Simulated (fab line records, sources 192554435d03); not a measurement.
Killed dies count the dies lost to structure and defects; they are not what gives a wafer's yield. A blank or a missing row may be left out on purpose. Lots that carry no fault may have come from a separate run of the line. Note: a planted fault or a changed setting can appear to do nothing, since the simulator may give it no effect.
Split-lot study || flow n5_finfet || on a route of 1938 steps: 7 lots, 21 wafers read

THE SPLIT ITSELF
At N5_BEOL_M10_COAT_64 (time 60 s, resist thk 30 nm), the setting spin_rpm was moved away from the recipe's 1500 rpm on 7 of the 21 wafers read, by -10.2% to +5.9%. All remaining wafers had this setting at the recipe value.

FROM THE SPLIT TO THE READING: what the file shows between them, 7 steps
- N5_BEOL_M10_COAT_22: resist thk 90 nm (also split here: spin_rpm)
- N5_BEOL_M10_EBR_24
- N5_BEOL_M10_SOFTBAKE_23: time 60 s
- N5_BEOL_M10_EXPOSE_25: exposes mask V9
- N5_BEOL_M10_PEB_26: peb time 60 s
- N5_BEOL_M10_DEVELOP_27: develop time 30 s
- N5_BEOL_M10_DESCUM_33: chemistry O2, time 7.9 s

THE READING
etch.depth_nm (the simulator's own value, which no gauge read), in nm, at N5_BEOL_M10_ETCH_65 (etches SiARC in CF4, target depth 39 nm, time 65 s). The file does not state a usual value for it. Average 29.90 nm, standard deviation 0.094 nm, over the 14 wafers here run with the recipe.

{"wafer": "L075.1", "tool, chamber at the split": "litho_track-03, 0", "spin_rpm as run, rpm": 1500, "against the recipe": "recipe", "etch.depth_nm, nm": 29.9, "against lot-mates on the recipe": "-"}
{"wafer": "L075.2", "tool, chamber at the split": "litho_track-03, 0", "spin_rpm as run, rpm": 1500, "against the recipe": "recipe", "etch.depth_nm, nm": 29.91, "against lot-mates on the recipe": "-"}
{"wafer": "L075.5", "tool, chamber at the split": "litho_track-03, 0", "spin_rpm as run, rpm": 1500, "against the recipe": "recipe", "etch.depth_nm, nm": 29.86, "against lot-mates on the recipe": "-"}
{"wafer": "L081.1", "tool, chamber at the split": "litho_track-01, 0", "spin_rpm as run, rpm": 1588, "against the recipe": "+5.9%", "etch.depth_nm, nm": 29.19, "against lot-mates on the recipe": -0.82}
{"wafer": "L081.2", "tool, chamber at the split": "litho_track-01, 0", "spin_rpm as run, rpm": 1588, "against the recipe": "+5.9%", "etch.depth_nm, nm": 29.16, "against lot-mates on the recipe": -0.85}
{"wafer": "L081.5", "tool, chamber at the split": "litho_track-01, 0", "spin_rpm as run, rpm": 1500, "against the recipe": "recipe", "etch.depth_nm, nm": 30.01, "against lot-mates on the recipe": "-"}
{"wafer": "L084.1", "tool, chamber at the split": "litho_track-04, 0", "spin_rpm as run, rpm": 1500, "against the recipe": "recipe", "etch.depth_nm, nm": 29.89, "against lot-mates on the recipe": "-"}
{"wafer": "L084.3", "tool, chamber at the split": "litho_track-04, 0", "spin_rpm as run, rpm": 1500, "against the recipe": "recipe", "etch.depth_nm, nm": 29.74, "against lot-mates on the recipe": "-"}
{"wafer": "L084.6", "tool, chamber at the split": "litho_track-04, 0", "spin_rpm as run, rpm": 1500, "against the recipe": "recipe", "etch.depth_nm, nm": 29.77, "against lot-mates on the recipe": "-"}
{"wafer": "L089.3", "tool, chamber at the split": "litho_track-03, 0", "spin_rpm as run, rpm": 1500, "against the recipe": "recipe", "etch.depth_nm, nm": 30.08, "against lot-mates on the recipe": "-"}
{"wafer": "L089.5", "tool, chamber at the split": "litho_track-03, 0", "spin_rpm as run, rpm": 1500, "against the recipe": "recipe", "etch.depth_nm, nm": 30.02, "against lot-mates on the recipe": "-"}
{"wafer": "L089.6", "tool, chamber at the split": "litho_track-03, 0", "spin_rpm as run, rpm": 1500, "against the recipe": "recipe", "etch.depth_nm, nm": 29.97, "against lot-mates on the recipe": "-"}
{"wafer": "L092.3", "tool, chamber at the split": "litho_track-01, 0", "spin_rpm as run, rpm": 1500, "against the recipe": "recipe", "etch.depth_nm, nm": 29.94, "against lot-mates on the recipe": "-"}
{"wafer": "L092.4", "tool, chamber at the split": "litho_track-01, 0", "spin_rpm as run, rpm": 1555, "against the recipe": "+3.7%", "etch.depth_nm, nm": 29.37, "against lot-mates on the recipe": -0.57}
{"wafer": "L092.5", "tool, chamber at the split": "litho_track-01, 0", "spin_rpm as run, rpm": 1555, "against the recipe": "+3.7%", "etch.depth_nm, nm": 29.48, "against lot-mates on the recipe": -0.46}
{"wafer": "L094.1", "tool, chamber at the split": "litho_track-01, 0", "spin_rpm as run, rpm": 1500, "against the recipe": "recipe", "etch.depth_nm, nm": 29.81, "against lot-mates on the recipe": "-"}
{"wafer": "L094.3", "tool, chamber at the split": "litho_track-01, 0", "spin_rpm as run, rpm": 1347, "against the recipe": "-10.2%", "etch.depth_nm, nm": 31.48, "against lot-mates on the recipe": "+1.62"}
{"wafer": "L094.6", "tool, chamber at the split": "litho_track-01, 0", "spin_rpm as run, rpm": 1500, "against the recipe": "recipe", "etch.depth_nm, nm": 29.91, "against lot-mates on the recipe": "-"}
{"wafer": "L096.1", "tool, chamber at the split": "litho_track-04, 0", "spin_rpm as run, rpm": 1350, "against the recipe": "-10.0%", "etch.depth_nm, nm": 31.46, "against lot-mates on the recipe": "+1.64"}
{"wafer": "L096.3", "tool, chamber at the split": "litho_track-04, 0", "spin_rpm as run, rpm": 1350, "against the recipe": "-10.0%", "etch.depth_nm, nm": 31.33, "against lot-mates on the recipe": "+1.51"}
{"wafer": "L096.6", "tool, chamber at the split": "litho_track-04, 0", "spin_rpm as run, rpm": 1500, "against the recipe": "recipe", "etch.depth_nm, nm": 29.82, "against lot-mates on the recipe": "-"}

FIT RESULTS
A straight line over all 21 wafers: etch.depth_nm changes by -0.144 nm for each +1% of spin_rpm; r = -0.99; the points scatter about the line by 0.096 nm.
The same after taking each lot's own level away (the mean of its wafers on the recipe; 21 wafers): -0.154 nm for each +1%; r = -1.00; scatter 0.053 nm.
The reading moves by 1.6 nm for the largest change in spin_rpm, on that fit.
Measured against the standard deviation above, the lots' own levels, which go from 29.800 to 30.023 nm, span 2.4 times it.
The two slopes are in agreement: the lot-to-lot level therefore moves the slope only a little.
Check: for one of the wafers moved furthest among these (-10.2%), held out of the fit, the line's prediction against its lot-mates is +1.57 nm. Against them it came out at +1.62 nm.

FURTHER SPLITS ON THESE WAFERS
These wafers also went through other splits before the reading. Each is held against what the fit with the lots' levels taken away leaves over:
{"other split on the same wafers": "N5_BEOL_M7_TRENCH_ETCH_37 time_s", "wafers away from the commonest value": 5, "r with etch.depth_nm (lot level and that fit taken away)": -0.02}
{"other split on the same wafers": "N5_BEOL_M9_ILD_DEP_00 time_s", "wafers away from the commonest value": 7, "r with etch.depth_nm (lot level and that fit taken away)": "+0.20"}
{"other split on the same wafers": "N5_BEOL_M9_COAT_60 spin_rpm", "wafers away from the commonest value": 6, "r with etch.depth_nm (lot level and that fit taken away)": "+0.05"}
{"other split on the same wafers": "N5_BEOL_M10_COAT_05 spin_rpm", "wafers away from the commonest value": 6, "r with etch.depth_nm (lot level and that fit taken away)": "+0.39"}
{"other split on the same wafers": "N5_BEOL_M10_ETCH_62 time_s", "wafers away from the commonest value": 7, "r with etch.depth_nm (lot level and that fit taken away)": "+0.00"}
{"other split on the same wafers": "N5_BEOL_M10_COAT_22 spin_rpm", "wafers away from the commonest value": 8, "r with etch.depth_nm (lot level and that fit taken away)": "+0.41"}

THE WHOLE CHAIN: every reading that the file lists as answering this split, in the file's order
{"step": "N5_BEOL_M10_COAT_64", "what it does": "time 60 s, resist thk 30 nm", "reading": "SiARC_of_BEOL_M10_COAT_64.thk_nm (the simulator's own value, which no gauge read)", "change (the file's fit)": "-0.152 nm for each +1% of the setting", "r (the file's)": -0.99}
{"step": "N5_BEOL_M10_ETCH_65", "what it does": "etches SiARC in CF4, target depth 39 nm, time 65 s", "reading": "etch.depth_nm (the simulator's own value, which no gauge read)", "change (the file's fit)": "-0.155 nm for each +1% of the setting", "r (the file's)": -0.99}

FILE'S OWN FIT
etch.depth_nm changes by -0.155 nm for each +1% of spin_rpm, r = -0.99.
